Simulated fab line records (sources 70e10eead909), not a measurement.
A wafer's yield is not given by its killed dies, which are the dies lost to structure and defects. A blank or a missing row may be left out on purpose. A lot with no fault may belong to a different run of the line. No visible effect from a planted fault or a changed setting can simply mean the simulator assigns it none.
Which tool was responsible? || flow nandHarc || 13 lots, 39 wafers sampled, at 3 steps of a route of 1302

== WHAT THE GAUGES SHOWED, per wafer ==
NHARC_P_BONDPAD_CD_MEAS_13.
{"lot": "L193", "measured": "day 6 11:40", "on": "cdSem-01", "cdNm (nm)": "500.7 494.8 500.2"}
{"lot": "L194", "measured": "day 6 20:19", "on": "cdSem-03", "cdNm (nm)": "499.1 497.1 500.8"}
{"lot": "L195", "measured": "day 7 12:20", "on": "cdSem-01", "cdNm (nm)": "498.3 494.0 500.8"}
{"lot": "L199", "measured": "day 9 11:22", "on": "cdSem-03", "cdNm (nm)": "497.1 502.1 498.4"}
{"lot": "L206", "measured": "day 11 20:10", "on": "cdSem-02", "cdNm (nm)": "495.8 499.8 498.3"}
{"lot": "L208", "measured": "day 12 18:42", "on": "cdSem-03", "cdNm (nm)": "494.4 499.4 497.5"}
{"lot": "L209", "measured": "day 13 14:38", "on": "cdSem-01", "cdNm (nm)": "502.1 499.9 500.3"}
{"lot": "L210", "measured": "day 13 16:52", "on": "cdSem-03", "cdNm (nm)": "499.3 498.0 497.0"}
{"lot": "L211", "measured": "day 14 09:14", "on": "cdSem-02", "cdNm (nm)": "499.5 496.7 497.8"}
{"lot": "L212", "measured": "day 14 09:35", "on": "cdSem-03", "cdNm (nm)": "498.6 495.2 497.8"}
{"lot": "L213", "measured": "day 14 23:19", "on": "cdSem-03", "cdNm (nm)": "500.9 502.5 498.1"}
{"lot": "L215", "measured": "day 16 06:16", "on": "cdSem-03", "cdNm (nm)": "496.9 500.0 500.5"}
{"lot": "L216", "measured": "day 16 09:17", "on": "cdSem-03", "cdNm (nm)": "499.0 496.0 496.5"}

NHARC_A_CHANNEL_HOLE_D1_CD_MEAS_10: the cd target is 100 nm.
{"lot": "L193", "measured": "day 8 04:19", "on": "cdSem-01", "cdNm (nm)": "100.0 99.1 99.7"}
{"lot": "L194", "measured": "day 8 14:50", "on": "cdSem-02", "cdNm (nm)": "99.8 99.1 100.3"}
{"lot": "L195", "measured": "day 9 09:11", "on": "cdSem-03", "cdNm (nm)": "100.4 101.4 100.3"}
{"lot": "L199", "measured": "day 11 06:18", "on": "cdSem-01", "cdNm (nm)": "100.5 103.2 104.5"}
{"lot": "L206", "measured": "day 13 14:49", "on": "cdSem-02", "cdNm (nm)": "99.3 99.6 98.9"}
{"lot": "L208", "measured": "day 14 12:09", "on": "cdSem-02", "cdNm (nm)": "99.4 98.5 100.0"}
{"lot": "L209", "measured": "day 15 09:43", "on": "cdSem-01", "cdNm (nm)": "100.0 100.0 100.5"}
{"lot": "L210", "measured": "day 15 09:34", "on": "cdSem-01", "cdNm (nm)": "100.6 101.0 100.9"}
{"lot": "L211", "measured": "day 16 07:23", "on": "cdSem-03", "cdNm (nm)": "100.6 99.4 99.4"}
{"lot": "L212", "measured": "day 16 07:14", "on": "cdSem-02", "cdNm (nm)": "99.5 100.0 99.5"}
{"lot": "L213", "measured": "day 16 18:28", "on": "cdSem-02", "cdNm (nm)": "101.1 101.6 100.3"}
{"lot": "L215", "measured": "day 17 23:15", "on": "cdSem-02", "cdNm (nm)": "100.9 100.9 101.2"}
{"lot": "L216", "measured": "day 18 03:55", "on": "cdSem-01", "cdNm (nm)": "101.3 100.7 101.0"}

== TOOL THAT RAN EACH LOT (tool first, then ch and the chambers of the sampled wafers, then the start) ==
{"lot": "L193", "NHARC_A_CHANNEL_HOLE_D1_PEB_08": "lithoTrack-04 ch 0, day 8 04:14"}
{"lot": "L194", "NHARC_A_CHANNEL_HOLE_D1_PEB_08": "lithoTrack-04 ch 0, day 8 14:46"}
{"lot": "L195", "NHARC_A_CHANNEL_HOLE_D1_PEB_08": "lithoTrack-01 ch 0, day 9 09:07"}
{"lot": "L199", "NHARC_A_CHANNEL_HOLE_D1_PEB_08": "lithoTrack-01 ch 0, day 11 06:13"}
{"lot": "L206", "NHARC_A_CHANNEL_HOLE_D1_PEB_08": "lithoTrack-04 ch 0, day 13 14:44"}
{"lot": "L208", "NHARC_A_CHANNEL_HOLE_D1_PEB_08": "lithoTrack-04 ch 0, day 14 12:04"}
{"lot": "L209", "NHARC_A_CHANNEL_HOLE_D1_PEB_08": "lithoTrack-01 ch 0, day 15 09:39"}
{"lot": "L210", "NHARC_A_CHANNEL_HOLE_D1_PEB_08": "lithoTrack-01 ch 0, day 15 09:29"}
{"lot": "L211", "NHARC_A_CHANNEL_HOLE_D1_PEB_08": "lithoTrack-04 ch 0, day 16 07:18"}
{"lot": "L212", "NHARC_A_CHANNEL_HOLE_D1_PEB_08": "lithoTrack-04 ch 0, day 16 07:09"}
{"lot": "L213", "NHARC_A_CHANNEL_HOLE_D1_PEB_08": "lithoTrack-06 ch 0, day 16 18:23"}
{"lot": "L215", "NHARC_A_CHANNEL_HOLE_D1_PEB_08": "lithoTrack-06 ch 0, day 17 23:10"}
{"lot": "L216", "NHARC_A_CHANNEL_HOLE_D1_PEB_08": "lithoTrack-01 ch 0, day 18 03:50"}
- NHARC_A_CHANNEL_HOLE_D1_PEB_08: peb time 65 s.

== WHAT THE TOOLS THEMSELVES READ (means of the sampled wafers that have a number; where no wafer has one, the mark that the record gives instead) ==
The record holds no such reading with a usual standard deviation.

== THE ANSWER, worked out from the rows above alone ==
Rule: usual is defined by the lots themselves. Put in order of their means at a reading, lots are off if they are a third of the lots or fewer, leave a main group of 4 or more, and stand apart from it by a gap of 3 or more times the standard deviation of the main group's means; of several such gaps the widest counts. The tables above print the reading to a certain number of digits; a main group whose means all agree to those digits is not used. A lot without any number at a reading at which 4 lots or more have one is off too. Where the step has rows for the other lots, those lots are counted as sound. First the gauges in route order, then the tools' own readings, where a lot's mean is used as printed above. At the first step where some lot is off, the reading lying furthest off is the one used; lots without a number count as furthest.
Nothing can be told from this: no lot is off at any reading shown.

== WHAT THE SIMULATOR HAD PUT IN ==
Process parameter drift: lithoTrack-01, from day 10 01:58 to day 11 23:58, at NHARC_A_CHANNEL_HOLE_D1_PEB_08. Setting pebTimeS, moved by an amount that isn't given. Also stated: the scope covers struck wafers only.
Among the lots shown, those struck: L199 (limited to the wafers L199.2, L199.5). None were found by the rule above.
